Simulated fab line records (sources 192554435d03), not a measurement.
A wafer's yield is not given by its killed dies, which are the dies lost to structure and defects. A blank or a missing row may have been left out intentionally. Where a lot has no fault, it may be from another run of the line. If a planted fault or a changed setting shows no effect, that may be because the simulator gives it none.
fab line records	flow n5-finfet
record lots=12	wafers=36	last-day=17
route steps=1938 shown BEOL_M6@1198 PASSIVATION@1936
lots that met no fault: from a run of the same line without faults
start-h: hours from the record's first day to the start of the lot's first wafer shown	wait-h: how many hours have passed since the lot's step before this one	" as in the row above	L1.1+2: several wafers, shown together as one row	- no value present, or no start provided	* or withheld: withheld	< > ~ a bound
route shown NAME@n: a module of which the file shows steps, and the number in the route of the first	usual: mean/standard deviation of fault-free wafers	same: alike in all rows	chamber/n: place in a boat	sites: readings site by site	_std_site: how widely they spread, as a standard deviation	_edge_site: the outer-site mean with the inner-site mean subtracted	radius-mm: how far each site lies from the wafer's centre	mask NAME#n: copy n	behind: the tool/chamber that last shaped the wafer	hold: cause of the lot's hold/its duration in hours/its outcome	device: transistor that didn't switch, given as n, p or np	end of line: at the end of the route, the tests of the same wafers	for a step that has no rows: nothing shown but its recipe	killed: count of dies lost to structure and defects at first sort (not the wafer's yield)	map: a wafer's dies, marking killed ones x, the rest . and places with no die _
set.NAME: the setting the step ran with; set.NAME@STEP: the setting that earlier step ran with	model.NAME: the simulator's own value behind a step, which no gauge read
a sample of lots followed through the steps of the route, with each step as a table and each wafer as a row
services: when a tool's chamber went out of use (start-h, in hours from the record's first day, below 0 if earlier), for how many hours, and the reason
## steps
# step N5_BEOL_M6_HM_DEP_02
# recipe material=TiN	target-thk-a=200	temp-c=25	chamber-pressure-pa=0.49996
# usual throttle-valve-pct=30.0/0.42
lot.wafer	tool	chamber	start-h	wait-h	throttle-valve-pct
L780.1	pvd-sputter-01	-	179.49	1.6	29.5
L780.4	"	-	"	"	29.7
L780.5	"	-	"	"	30.6
L781.2	pvd-sputter-02	-	191.06	2.6	29.8
L781.3	"	-	"	"	29.6
L781.6	"	-	"	"	29.6
L783.1	pvd-sputter-03	-	202.59	1.9	30.8
L783.3	"	-	"	"	29.8
L783.5	"	-	"	"	30.0
L791.2	pvd-sputter-03	-	250.60	0.4	30.5
L791.3	"	-	"	"	29.7
L791.5	"	-	"	"	29.7
L792.2	pvd-sputter-02	-	256.97	0.8	30.4
L792.3	"	-	"	"	29.7
L792.6	"	-	"	"	30.0
L794.3	pvd-sputter-02	-	269.15	1.0	30.3
L794.5	"	-	"	"	30.0
L794.6	"	-	"	"	30.2
L793.1	pvd-sputter-01	-	270.55	0.1	30.9
L793.3	"	-	"	"	29.6
L793.4	"	-	"	"	30.0
L796.2	pvd-sputter-03	-	278.05	1.3	30.0
L796.5	"	-	"	"	30.2
L796.6	"	-	"	"	29.7
L800.1	pvd-sputter-03	-	310.95	3.5	30.4
L800.2	"	-	"	"	29.9
L800.4	"	-	"	"	30.0
L799.1	pvd-sputter-01	-	311.82	2.8	30.0
L799.2	"	-	"	"	29.7
L799.6	"	-	"	"	29.8
L801.2	pvd-sputter-02	-	312.91	0.5	29.5
L801.4	"	-	"	"	30.3
L801.5	"	-	"	"	29.5
L802.1	pvd-sputter-02	-	315.41	1.6	30.3
L802.2	"	-	"	"	29.8
L802.5	"	-	"	"	30.8
# step N5_BEOL_M6_CD_MEAS_11
# recipe target-cd-nm=38.5	landing-energy-ev=500	detector=se-inlens	polarity=opening
# usual cd-nm=38.5/0.38
lot.wafer	tool	chamber	start-h	wait-h	cd-nm
L780.1	cd-sem-01	0	179.86	-	38.6
L780.4	"	0	"	"	38.9
L780.5	"	0	"	"	38.8
L781.2	cd-sem-02	0	191.58	-	38.0
L781.3	"	0	"	"	38.3
L781.6	"	0	"	"	37.9
L783.1	cd-sem-03	0	203.09	-	38.6
L783.3	"	0	"	"	38.6
L783.5	"	0	"	"	38.9
L791.2	cd-sem-01	0	251.10	-	38.6
L791.3	"	0	"	"	38.0
L791.5	"	0	"	"	38.5
L792.2	cd-sem-03	0	257.47	-	38.0
L792.3	"	0	"	"	38.5
L792.6	"	0	"	"	38.9
L794.3	cd-sem-01	0	269.65	-	38.2
L794.5	"	0	"	"	38.6
L794.6	"	0	"	"	38.4
L793.1	cd-sem-01	0	270.92	-	38.3
L793.3	"	0	"	"	38.4
L793.4	"	0	"	"	38.7
L796.2	cd-sem-02	0	278.55	-	38.9
L796.5	"	0	"	"	38.7
L796.6	"	0	"	"	38.5
L800.1	cd-sem-02	0	311.51	-	38.4
L800.2	"	0	"	"	38.8
L800.4	"	0	"	"	39.2
L799.1	cd-sem-01	0	312.33	-	38.3
L799.2	"	0	"	"	38.3
L799.6	"	0	"	"	38.5
L801.2	cd-sem-01	0	313.41	-	38.5
L801.4	"	0	"	"	37.8
L801.5	"	0	"	"	38.3
L802.1	cd-sem-03	0	315.78	-	38.2
L802.2	"	0	"	"	38.9
L802.5	"	0	"	"	38.5
# step N5_BEOL_M6_INSPECT_13
# recipe mode=adi	inspect-instrument=brightfield
# usual raw-defect-count=367/85
lot.wafer	tool	chamber	start-h	wait-h	raw-defect-count
L780.1	defect-inspect-02	-	179.92	0.0	218
L780.4	"	-	"	"	253
L780.5	"	-	"	"	362
L781.2	defect-inspect-01	-	191.63	0.0	370
L781.3	"	-	"	"	342
L781.6	"	-	"	"	332
L783.1	defect-inspect-01	-	203.14	0.0	290
L783.3	"	-	"	"	335
L783.5	"	-	"	"	352
L791.2	defect-inspect-01	-	251.16	0.0	356
L791.3	"	-	"	"	370
L791.5	"	-	"	"	304
L792.2	defect-inspect-01	-	257.53	0.0	285
L792.3	"	-	"	"	195
L792.6	"	-	"	"	197
L794.3	defect-inspect-02	-	269.70	0.0	318
L794.5	"	-	"	"	336
L794.6	"	-	"	"	397
L793.1	defect-inspect-02	-	270.98	0.0	302
L793.3	"	-	"	"	399
L793.4	"	-	"	"	358
L796.2	defect-inspect-02	-	278.61	0.0	339
L796.5	"	-	"	"	340
L796.6	"	-	"	"	275
L800.1	defect-inspect-01	-	311.57	0.0	395
L800.2	"	-	"	"	349
L800.4	"	-	"	"	419
L799.1	defect-inspect-02	-	312.38	0.0	436
L799.2	"	-	"	"	484
L799.6	"	-	"	"	445
L801.2	defect-inspect-01	-	313.46	0.0	433
L801.4	"	-	"	"	416
L801.5	"	-	"	"	378
L802.1	defect-inspect-02	-	315.83	0.0	243
L802.2	"	-	"	"	244
L802.5	"	-	"	"	237
# step N5_BEOL_M6_EXPOSE_25
# recipe mask-id=V5	na=0.33	source-shape=annular	sigma-inner=0.4	sigma-outer=0.8	polarization=unpolarized	target-cd-nm=40	dose-mj=45
# usual exposure-dose-mJ-cm2=44.98/0.048	reticle-temp-C=23.01/0.097
lot.wafer	tool	chamber	start-h	wait-h	mask	exposure-dose-mJ-cm2	reticle-temp-C
L780.1	euv-scanner-02	0	182.82	-	V5#0	44.99	23.03
L780.4	"	0	"	"	V5#0	45.05	22.90
L780.5	"	0	"	"	V5#0	45.03	23.01
L781.2	euv-scanner-02	0	194.15	-	V5#0	44.95	23.05
L781.3	"	0	"	"	V5#0	45.07	23.04
L781.6	"	0	"	"	V5#0	44.94	23.24
L783.1	euv-scanner-01	0	205.39	-	V5#0	44.99	22.79
L783.3	"	0	"	"	V5#0	44.98	22.98
L783.5	"	0	"	"	V5#0	44.94	22.77
L791.2	euv-scanner-01	0	252.40	-	V5#0	44.94	22.93
L791.3	"	0	"	"	V5#0	44.94	23.04
L791.5	"	0	"	"	V5#0	44.93	23.04
L792.2	euv-scanner-02	0	259.44	-	V5#0	44.35	22.87
L792.3	"	0	"	"	V5#0	44.37	23.07
L792.6	"	0	"	"	V5#0	44.42	22.89
L794.3	euv-scanner-01	0	271.31	-	V5#0	45.02	22.86
L794.5	"	0	"	"	V5#0	45.00	23.01
L794.6	"	0	"	"	V5#0	44.95	23.05
L793.1	euv-scanner-01	0	272.01	-	V5#0	44.89	23.07
L793.3	"	0	"	"	V5#0	44.92	23.01
L793.4	"	0	"	"	V5#0	44.98	23.06
L796.2	euv-scanner-01	0	279.51	-	V5#0	44.95	22.99
L796.5	"	0	"	"	V5#0	44.95	22.95
L796.6	"	0	"	"	V5#0	44.98	23.12
L799.1	euv-scanner-01	0	314.69	-	V5#0	44.87	23.07
L799.2	"	0	"	"	V5#0	44.92	22.95
L799.6	"	0	"	"	V5#0	44.94	22.94
L800.1	euv-scanner-01	0	314.78	-	V5#0	45.00	22.99
L800.2	"	0	"	"	V5#0	45.00	23.03
L800.4	"	0	"	"	V5#0	44.91	22.97
L801.2	euv-scanner-02	0	315.21	-	V5#0	45.00	23.25
L801.4	"	0	"	"	V5#0	44.97	23.26
L801.5	"	0	"	"	V5#0	45.09	23.02
L802.1	euv-scanner-02	0	316.60	-	V5#0	45.05	23.18
L802.2	"	0	"	"	V5#0	45.04	23.00
L802.5	"	0	"	"	V5#0	45.00	22.99
# step N5_PASSIVATION_PROBE_49
# usual defect-limited-yield=91.3/1.3	killed_at_M0_to_M3=33/8.9	killed_at_M4_up=15/5.4	killed-at-contacts=13/5.8	killed-at-front-end=39/9.9	killed-at-other=3.2/2.9	killed-dies=102/15	killed-open=68/12	killed-short=34/7.6	sort_bin_4_leakage=0.00/0.007	sort_bin_5_function=5.1/0.89	sort_bin_6_memory=3.2/0.63	sort-n-pass=1078/15	sort-yield-pct=91.3/1.3
# same gross-dies=1180	killed-at-back-side=0	sort_bin_8_speed[%]=0
lot.wafer	tool	chamber	start-h	wait-h	defect-limited-yield[%]	killed_at_M0_to_M3	killed_at_M4_up	killed-at-contacts	killed-at-front-end	killed-at-other	killed-dies	killed-open	killed-short	sort_bin_4_leakage[%]	sort_bin_5_function[%]	sort_bin_6_memory[%]	sort-n-pass	sort-yield-pct[%]
L780.1	prober-01	-	266.59	0.0	91.6	45	12	20	18	4	99	55	43	0	4.5	3.6	1081	91.6
L780.4	prober-01	-	266.74	0.2	93.1	25	14	14	28	1	82	55	26	0	4.5	2.4	1098	93.1
L780.5	prober-01	-	266.79	0.2	93.6	26	16	10	22	2	76	59	16	0	4.1	2.3	1104	93.6
L781.2	prober-02	-	268.61	0.1	90.0	33	15	15	55	0	118	88	30	0	5.9	3.9	1062	90.0
L781.3	prober-02	-	268.66	0.1	89.9	28	20	22	48	1	119	84	35	0	5.2	4.6	1061	89.9
L781.6	prober-02	-	268.81	0.3	92.4	17	27	11	35	0	90	63	27	0	4.7	3.0	1090	92.4
L783.1	prober-02	-	294.38	0.0	93.8	19	12	13	29	0	73	48	25	0	3.0	2.9	1107	93.8
L783.3	prober-02	-	294.48	0.1	91.4	37	12	12	40	1	102	67	35	0	4.9	3.4	1078	91.4
L783.5	prober-02	-	294.58	0.2	90.7	33	22	7	47	1	110	68	42	0	5.7	3.0	1070	90.7
L791.2	prober-01	-	332.60	0.1	89.2	60	10	24	32	1	127	79	48	0	5.8	4.6	1053	89.2
L791.3	prober-01	-	332.65	0.1	91.1	41	9	8	47	0	105	76	29	0	5.3	3.4	1075	91.1
L791.5	prober-01	-	332.75	0.2	91.9	33	9	11	35	7	95	63	32	0	4.8	2.9	1085	91.9
L792.2	prober-02	-	345.31	0.1	90.3	40	14	8	51	2	115	74	40	0	5.9	3.6	1065	90.3
L792.3	prober-02	-	345.36	0.1	90.7	21	13	18	57	1	110	72	38	0	5.4	3.6	1070	90.7
L792.6	prober-02	-	345.51	0.3	89.0	32	13	14	66	5	130	81	48	0	7.4	3.6	1050	89.0
L793.1	prober-02	-	357.20	0.0	90.3	36	15	10	44	10	115	78	37	0	4.6	4.9	1065	90.3
L793.3	prober-02	-	357.30	0.1	91.6	26	28	7	32	6	99	61	38	0	4.7	3.4	1081	91.6
L793.4	prober-02	-	357.35	0.2	91.3	33	19	15	29	7	103	63	39	0	4.7	3.3	1077	91.3
L794.3	prober-02	-	360.31	0.1	89.9	41	12	9	57	0	119	72	46	0	4.7	5.0	1061	89.9
L794.5	prober-02	-	360.41	0.2	91.0	26	22	15	43	0	106	69	37	0	4.7	3.8	1074	91.0
L794.6	prober-02	-	360.46	0.3	90.7	33	8	10	59	0	110	58	52	0	5.3	3.6	1070	90.7
L796.2	prober-02	-	364.78	0.1	90.0	40	14	23	40	1	118	89	28	0	6.2	3.7	1062	90.0
L796.5	prober-02	-	364.93	0.2	89.8	42	15	15	48	0	120	75	44	0	6.0	3.6	1060	89.8
L796.6	prober-02	-	364.98	0.3	89.5	45	13	18	45	3	124	87	34	0	5.3	4.7	1056	89.5
L799.1	prober-02	-	396.61	0.0	91.3	39	16	7	36	5	103	77	26	0	5.3	2.7	1077	91.3
L799.2	prober-02	-	396.66	0.1	90.0	41	16	21	34	6	118	80	38	0	6.4	3.1	1062	90.0
L799.6	prober-02	-	396.86	0.3	91.5	35	13	12	36	4	100	71	29	0	5.2	3.1	1080	91.5
L801.2	prober-02	-	402.13	0.1	90.5	25	13	20	50	4	112	73	39	0	5.6	3.5	1068	90.5
L801.4	prober-02	-	402.23	0.2	90.2	42	7	25	41	1	116	75	41	0.08	6.1	3.5	1063	90.1
L801.5	prober-02	-	402.28	0.2	90.3	38	10	23	41	3	115	82	33	0	5.8	3.6	1065	90.3
L802.1	prober-02	-	403.86	0.0	92.2	25	10	12	45	0	92	62	30	0	4.6	2.9	1088	92.2
L802.2	prober-02	-	403.91	0.1	93.6	28	3	13	29	2	75	50	25	0	3.7	2.4	1105	93.6
L802.5	prober-02	-	404.06	0.2	91.0	34	12	10	49	1	106	68	38	0	5.6	2.8	1074	91.0
L800.1	prober-01	-	405.58	0.0	87.5	42	19	34	53	0	148	93	54	0	7.8	4.4	1032	87.5
L800.2	prober-01	-	405.63	0.1	90.2	30	19	17	48	2	116	74	42	0	5.2	4.4	1064	90.2
L800.4	prober-01	-	405.73	0.2	89.1	47	18	17	46	1	129	98	30	0	6.7	4.2	1051	89.1
# killed by level:class
L780.1 BEOL_M0_SAQP:geometric-particle:short=14 MOL_CONTACT_COAG:geometric-particle:open=13 BEOL_M2:geometric-particle:open=12 BEOL_M0_SAQP:geometric-particle:open=10 MOL_CONTACT_COAG:geometric-particle:short=7 BEOL_M4:geometric-particle:short=4 ILD0:geometric-particle:short=3 BEOL_M3:geometric-particle:short=3
L780.4 BEOL_M0_SAQP:geometric-particle:short=10 MOL_CONTACT_COAG:geometric-particle:open=9 BEOL_M0_SAQP:geometric-particle:open=6 BEOL_M3:geometric-particle:open=6 BEOL_M4:geometric-particle:open=6 MOL_CONTACT_COAG:geometric-particle:short=5 STARTING-WAFER:geometric-particle:open=5 FIN_SAQP:geometric-particle:open=4
L780.5 FIN_SAQP:geometric-particle:open=9 BEOL_M2:geometric-particle:open=9 MOL_CONTACT_COAG:geometric-particle:open=7 BEOL_M3:geometric-particle:open=6 BEOL_M4:geometric-particle:open=6 DUMMY_GATE:geometric-particle:open=5 BEOL_M0_SAQP:geometric-particle:short=4 FIN_SAQP:geometric-particle:short=3
L781.2 MOL_CONTACT_COAG:geometric-particle:open=14 DUMMY_GATE:geometric-particle:open=13 BEOL_M1:geometric-particle:open=13 STI_FIN_REVEAL:geometric-particle:open=9 BEOL_M4:geometric-particle:open=9 GATE_CUT:geometric-particle:short=9 FIN_SAQP:geometric-particle:short=8 BEOL_M2:geometric-particle:open=7
L781.3 STI_FIN_REVEAL:geometric-particle:open=21 MOL_CONTACT_COAG:geometric-particle:open=15 BEOL_M4:geometric-particle:open=14 GATE_CUT:geometric-particle:short=8 MOL_CONTACT_COAG:geometric-particle:short=7 BEOL_M0_SAQP:geometric-particle:open=6 BEOL_M2:geometric-particle:open=6 DUMMY_GATE:geometric-particle:open=4
L781.6 BEOL_M4:geometric-particle:open=20 STI_FIN_REVEAL:geometric-particle:open=10 MOL_CONTACT_COAG:geometric-particle:open=10 FIN_SAQP:geometric-particle:short=7 BEOL_M0_SAQP:geometric-particle:open=6 DUMMY_GATE:geometric-particle:open=4 GATE_CUT:geometric-particle:short=3 STARTING-WAFER:geometric-particle:short=3
L783.1 MOL_CONTACT_COAG:geometric-particle:open=11 FIN_SAQP:geometric-particle:short=5 BEOL_M0_SAQP:geometric-particle:open=5 BEOL_M0_SAQP:geometric-particle:short=5 STARTING-WAFER:geometric-particle:open=5 FIN_SAQP:geometric-particle:open=4 STI_FIN_REVEAL:geometric-particle:open=4 BEOL_M2:geometric-particle:open=4
L783.3 BEOL_M0_SAQP:geometric-particle:short=17 BEOL_M0_SAQP:geometric-particle:open=12 MOL_CONTACT_COAG:geometric-particle:open=10 STI_FIN_REVEAL:geometric-particle:open=9 FIN_SAQP:geometric-particle:short=6 FIN_SAQP:geometric-particle:open=5 ILD0:geometric-particle:open=4 BEOL_M2:geometric-particle:open=4
L783.5 FIN_SAQP:geometric-particle:open=13 FIN_SAQP:geometric-particle:short=12 BEOL_M4:geometric-particle:open=12 BEOL_M0_SAQP:geometric-particle:open=10 BEOL_M2:geometric-particle:open=10 BEOL_M0_SAQP:geometric-particle:short=9 STI_FIN_REVEAL:geometric-particle:open=5 MOL_CONTACT_COAG:geometric-particle:open=5
L791.2 MOL_CONTACT_COAG:geometric-particle:open=18 BEOL_M0_SAQP:geometric-particle:open=17 BEOL_M0_SAQP:geometric-particle:short=13 BEOL_M2:geometric-particle:open=8 FIN_SAQP:geometric-particle:open=7 DUMMY_GATE:geometric-particle:open=7 BEOL_M3:geometric-particle:open=7 MOL_CONTACT_COAG:geometric-particle:short=6
L791.3 STI_FIN_REVEAL:geometric-particle:open=16 BEOL_M3:geometric-particle:open=13 BEOL_M0_SAQP:geometric-particle:short=8 BEOL_M2:geometric-particle:open=8 DUMMY_GATE:geometric-particle:open=7 BEOL_M0_SAQP:geometric-particle:open=7 FIN_SAQP:geometric-particle:open=6 MOL_CONTACT_COAG:geometric-particle:open=6
L791.5 FIN_SAQP:geometric-particle:open=10 FIN_SAQP:geometric-particle:short=9 MOL_CONTACT_COAG:geometric-particle:open=9 BEOL_M1:geometric-particle:open=8 DUMMY_GATE:geometric-particle:open=5 BEOL_M0_SAQP:geometric-particle:open=5 BEOL_M0_SAQP:geometric-particle:short=5 STI_FIN_REVEAL:geometric-particle:open=4
L792.2 FIN_SAQP:geometric-particle:short=16 STI_FIN_REVEAL:geometric-particle:open=13 BEOL_M0_SAQP:geometric-particle:open=11 FIN_SAQP:geometric-particle:open=8 BEOL_M1:geometric-particle:open=8 BEOL_M3:geometric-particle:open=8 BEOL_M4:geometric-particle:open=8 MOL_CONTACT_COAG:geometric-particle:open=7
L792.3 FIN_SAQP:geometric-particle:open=19 FIN_SAQP:geometric-particle:short=18 MOL_CONTACT_COAG:geometric-particle:open=17 BEOL_M2:geometric-particle:open=7 GATE_CUT:geometric-particle:short=7 BEOL_M0_SAQP:geometric-particle:open=5 GATE_CUT:geometric-particle:open=4 BEOL_M4:geometric-particle:open=4
L792.6 FIN_SAQP:geometric-particle:short=21 FIN_SAQP:geometric-particle:open=16 MOL_CONTACT_COAG:geometric-particle:open=12 BEOL_M1:geometric-particle:open=10 STI_FIN_REVEAL:geometric-particle:open=9 GATE_CUT:geometric-particle:short=8 BEOL_M2:geometric-particle:open=6 BEOL_M0_SAQP:geometric-particle:open=6
L793.1 FIN_SAQP:geometric-particle:open=17 FIN_SAQP:geometric-particle:short=10 MOL_CONTACT_COAG:geometric-particle:open=9 BEOL_M4:geometric-particle:open=9 BEOL_M1:geometric-particle:open=8 BEOL_M2:geometric-particle:open=8 BEOL_M0_SAQP:geometric-particle:short=6 MIM_TOP_ETCH:geometric-particle:open=6
L793.3 BEOL_M4:geometric-particle:open=14 FIN_SAQP:geometric-particle:short=8 MOL_CONTACT_COAG:geometric-particle:open=7 BEOL_M0_SAQP:geometric-particle:open=6 FIN_SAQP:geometric-particle:open=5 DUMMY_GATE:geometric-particle:short=5 BEOL_M7:geometric-particle:open=5 STARTING-WAFER:geometric-particle:short=5
L793.4 MOL_CONTACT_COAG:geometric-particle:open=11 BEOL_M0_SAQP:geometric-particle:open=11 BEOL_M1:geometric-particle:open=8 BEOL_M4:geometric-particle:open=8 FIN_SAQP:geometric-particle:open=6 FIN_SAQP:geometric-particle:short=6 BEOL_M0_SAQP:geometric-particle:short=6 GATE_CUT:geometric-particle:short=6
L794.3 FIN_SAQP:geometric-particle:short=13 BEOL_M0_SAQP:geometric-particle:open=13 BEOL_M0_SAQP:geometric-particle:short=11 MOL_CONTACT_COAG:geometric-particle:open=9 STI_FIN_REVEAL:geometric-particle:open=8 GATE_CUT:geometric-particle:short=7 BEOL_M4:geometric-particle:open=7 BEOL_M3:geometric-particle:open=6
L794.5 MOL_CONTACT_COAG:geometric-particle:open=13 FIN_SAQP:geometric-particle:open=8 BEOL_M5:geometric-particle:open=8 FIN_SAQP:geometric-particle:short=7 STI_FIN_REVEAL:geometric-particle:open=7 BEOL_M0_SAQP:geometric-particle:short=7 BEOL_M3:geometric-particle:open=7 GATE_CUT:geometric-particle:short=4
L794.6 FIN_SAQP:geometric-particle:short=21 BEOL_M0_SAQP:geometric-particle:short=12 FIN_SAQP:geometric-particle:open=10 MOL_CONTACT_COAG:geometric-particle:open=9 BEOL_M0_SAQP:geometric-particle:open=8 STARTING-WAFER:geometric-particle:short=6 DUMMY_GATE:geometric-particle:open=5 GATE_CUT:geometric-particle:short=5
L796.2 MOL_CONTACT_COAG:geometric-particle:open=21 BEOL_M0_SAQP:geometric-particle:open=11 BEOL_M3:geometric-particle:open=11 STI_FIN_REVEAL:geometric-particle:open=10 FIN_SAQP:geometric-particle:short=8 BEOL_M2:geometric-particle:open=8 BEOL_M0_SAQP:geometric-particle:short=7 GATE_CUT:geometric-particle:open=5
L796.5 STI_FIN_REVEAL:geometric-particle:open=13 MOL_CONTACT_COAG:geometric-particle:open=12 BEOL_M0_SAQP:geometric-particle:short=12 BEOL_M0_SAQP:geometric-particle:open=9 BEOL_M3:geometric-particle:open=8 FIN_SAQP:geometric-particle:open=7 GATE_CUT:geometric-particle:short=6 BEOL_M2:geometric-particle:open=6
L796.6 MOL_CONTACT_COAG:geometric-particle:open=15 STI_FIN_REVEAL:geometric-particle:open=12 BEOL_M3:geometric-particle:open=12 BEOL_M0_SAQP:geometric-particle:open=10 BEOL_M1:geometric-particle:open=7 FIN_SAQP:geometric-particle:open=6 FIN_SAQP:geometric-particle:short=5 STI_FIN_REVEAL:geometric-particle:short=5
L799.1 FIN_SAQP:geometric-particle:open=16 BEOL_M0_SAQP:geometric-particle:open=9 BEOL_M2:geometric-particle:open=6 BEOL_M0:geometric-particle:open=6 BEOL_M3:geometric-particle:open=6 MOL_CONTACT_COAG:geometric-particle:open=5 BEOL_M0_SAQP:geometric-particle:short=5 BEOL_M4:geometric-particle:open=5
L799.2 MOL_CONTACT_COAG:geometric-particle:open=19 BEOL_M0_SAQP:geometric-particle:short=13 FIN_SAQP:geometric-particle:open=10 STI_FIN_REVEAL:geometric-particle:open=9 BEOL_M0_SAQP:geometric-particle:open=7 BEOL_M1:geometric-particle:open=7 BEOL_M1:geometric-particle:short=5 BEOL_M7:geometric-particle:open=5
L799.6 BEOL_M1:geometric-particle:open=12 BEOL_M4:geometric-particle:open=9 STI_FIN_REVEAL:geometric-particle:open=7 MOL_CONTACT_COAG:geometric-particle:open=7 BEOL_M0_SAQP:geometric-particle:open=7 BEOL_M3:geometric-particle:open=6 GATE_CUT:geometric-particle:short=5 MOL_CONTACT_COAG:geometric-particle:short=5
L801.2 MOL_CONTACT_COAG:geometric-particle:open=16 FIN_SAQP:geometric-particle:open=9 FIN_SAQP:geometric-particle:short=9 STI_FIN_REVEAL:geometric-particle:open=8 BEOL_M0_SAQP:geometric-particle:open=6 BEOL_M1:geometric-particle:short=6 BEOL_M5:geometric-particle:open=6 DUMMY_GATE:geometric-particle:open=5
L801.4 MOL_CONTACT_COAG:geometric-particle:open=20 BEOL_M0_SAQP:geometric-particle:open=13 STI_FIN_REVEAL:geometric-particle:open=12 BEOL_M0_SAQP:geometric-particle:short=8 BEOL_M2:geometric-particle:short=7 FIN_SAQP:geometric-particle:short=5 FIN_SAQP:geometric-particle:open=5 MOL_CONTACT_COAG:geometric-particle:short=5
L801.5 MOL_CONTACT_COAG:geometric-particle:open=22 STI_FIN_REVEAL:geometric-particle:open=15 BEOL_M0_SAQP:geometric-particle:short=9 BEOL_M0_SAQP:geometric-particle:open=9 BEOL_M1:geometric-particle:open=6 STI_FIN_REVEAL:geometric-particle:short=5 DUMMY_GATE:geometric-particle:open=5 BEOL_M1:geometric-particle:short=5
L802.1 STI_FIN_REVEAL:geometric-particle:open=11 MOL_CONTACT_COAG:geometric-particle:open=11 FIN_SAQP:geometric-particle:short=8 BEOL_M4:geometric-particle:open=8 BEOL_M0_SAQP:geometric-particle:short=7 STARTING-WAFER:geometric-particle:short=7 DUMMY_GATE:geometric-particle:open=5 BEOL_M1:geometric-particle:open=5
L802.2 MOL_CONTACT_COAG:geometric-particle:open=10 BEOL_M0_SAQP:geometric-particle:open=9 BEOL_M1:geometric-particle:open=8 STI_FIN_REVEAL:geometric-particle:open=6 GATE_CUT:geometric-particle:short=6 GATE_CUT:geometric-particle:open=3 MOL_CONTACT_COAG:geometric-particle:short=3 BEOL_M2:geometric-particle:short=3
L802.5 BEOL_M1:geometric-particle:open=13 FIN_SAQP:geometric-particle:short=12 MOL_CONTACT_COAG:geometric-particle:open=10 STI_FIN_REVEAL:geometric-particle:open=8 BEOL_M4:geometric-particle:open=8 GATE_CUT:geometric-particle:short=7 FIN_SAQP:geometric-particle:open=6 GATE_CUT:geometric-particle:open=5
L800.1 MOL_CONTACT_COAG:geometric-particle:open=26 BEOL_M1:geometric-particle:open=12 BEOL_M4:geometric-particle:short=11 DUMMY_GATE:geometric-particle:open=10 MOL_CONTACT_COAG:geometric-particle:short=8 STI_FIN_REVEAL:geometric-particle:open=7 FIN_SAQP:geometric-particle:short=6 FIN_SAQP:geometric-particle:open=6
L800.2 MOL_CONTACT_COAG:geometric-particle:open=13 BEOL_M2:geometric-particle:open=8 STI_FIN_REVEAL:geometric-particle:open=8 FIN_SAQP:geometric-particle:open=6 DUMMY_GATE:geometric-particle:open=6 BEOL_M3:geometric-particle:open=6 BEOL_M4:geometric-particle:open=6 ILD0:geometric-particle:short=5
L800.4 BEOL_M3:geometric-particle:open=21 DUMMY_GATE:geometric-particle:open=13 MOL_CONTACT_COAG:geometric-particle:open=12 FIN_SAQP:geometric-particle:open=6 BEOL_M0:geometric-particle:open=6 BEOL_M2:geometric-particle:open=6 BEOL_M4:geometric-particle:open=6 STI_FIN_REVEAL:geometric-particle:open=5
## services
tool	chamber	start-h	hours	kind
pvd-sputter-01	-	164.86	1.5	repair
euv-scanner-01	-	172.93	1.0	pm
euv-scanner-02	-	173.97	1.0	pm
pvd-sputter-02	-	187.05	3.7	repair
euv-scanner-02	-	212.66	4.6	pm
euv-scanner-02	0	227.39	-	calibration
euv-scanner-01	-	229.08	1.0	pm
euv-scanner-02	-	230.09	1.0	pm
euv-scanner-01	0	232.22	-	calibration
euv-scanner-02	-	235.97	2.3	repair
euv-scanner-02	-	244.51	11.8	repair
euv-scanner-01	-	285.23	1.0	pm
euv-scanner-02	-	286.24	1.0	pm
euv-scanner-02	-	297.97	1.0	repair
euv-scanner-01	-	302.21	4.6	pm
## key
first-sign step=N5_BEOL_M6_EXPOSE_25	reading=exposure-dose-mJ-cm2	direction=down	sigmas=12	usual=44.98	struck=44.38
effect none on later readings
met-at N5_BEOL_M6_EXPOSE_25
struck-lots L792
loop-trim step=N5_BEOL_M6_EXPOSE_25	setting=dose	lots=L792
not-acting-at N5_BEOL_M6_HM_DEP_02,N5_BEOL_M6_CD_MEAS_11,N5_BEOL_M6_INSPECT_13
onset-between 194.15 259.44
fault kind=process-parameter-drift	tool=euv-scanner-02	chamber=-	onset-h=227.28	steps=N5_BEOL_M6_EXPOSE_25	channel=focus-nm	offset=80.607	spread-by-wafer=0.3	shape=step	end-h=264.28
# loop-trim: a control loop set the setting to another value than it would have without faults
